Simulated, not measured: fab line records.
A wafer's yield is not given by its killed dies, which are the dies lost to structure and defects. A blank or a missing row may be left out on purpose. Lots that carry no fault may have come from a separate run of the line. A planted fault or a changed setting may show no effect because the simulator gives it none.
What tool caused it?    flow nand harc    route of 1302 steps, sampled at 1 step: 12 lots, 36 wafers

WHAT EACH GAUGE READ, for each wafer
NHARC_A_M0_INSPECT_11.
lot   measured      on                 raw defect count
L075  day 22 03:17  defect inspect-02  76 81 73
L078  day 22 20:01  defect inspect-02  124 125 126
L080  day 24 04:45  defect inspect-02  108 127 100
L081  day 25 06:13  defect inspect-02  135 134 131
L083  day 25 22:20  defect inspect-01  80 82 95
L085  day 26 06:40  defect inspect-02  94 94 79
L087  day 27 01:14  defect inspect-01  121 139 102
L089  day 27 09:02  defect inspect-01  164 154 169
L092  day 28 23:41  defect inspect-01  89 91 65
L094  day 30 04:38  defect inspect-01  159 180 163
L096  day 30 18:32  defect inspect-02  50 49 49
L097  day 31 04:46  defect inspect-01  111 124 88

EACH LOT AND THE TOOL THAT RAN IT (in order: tool; ch and the chambers of the sampled wafers; start)
Before these readings, the record contains no process step.

THE ANSWER, worked out from the rows above alone
Rule: what is usual is taken from the lots themselves. The widest of any qualifying gaps counts: lots, ordered by their means at a reading, are off when they make up no more than a third of the lots, leave a main group of 4 or more, and stand apart from it by 3 or more times the standard deviation of that group's means. A main group is skipped when, at the precision printed for the reading in the tables above, its means are all equal. Also off: a lot with no number at a reading for which 4 or more lots have one. All remaining lots with rows at the step are treated as sound.
No lot is off on any of the readings shown, so nothing can be concluded from this.

WHAT THE SIMULATOR HAD PUT IN
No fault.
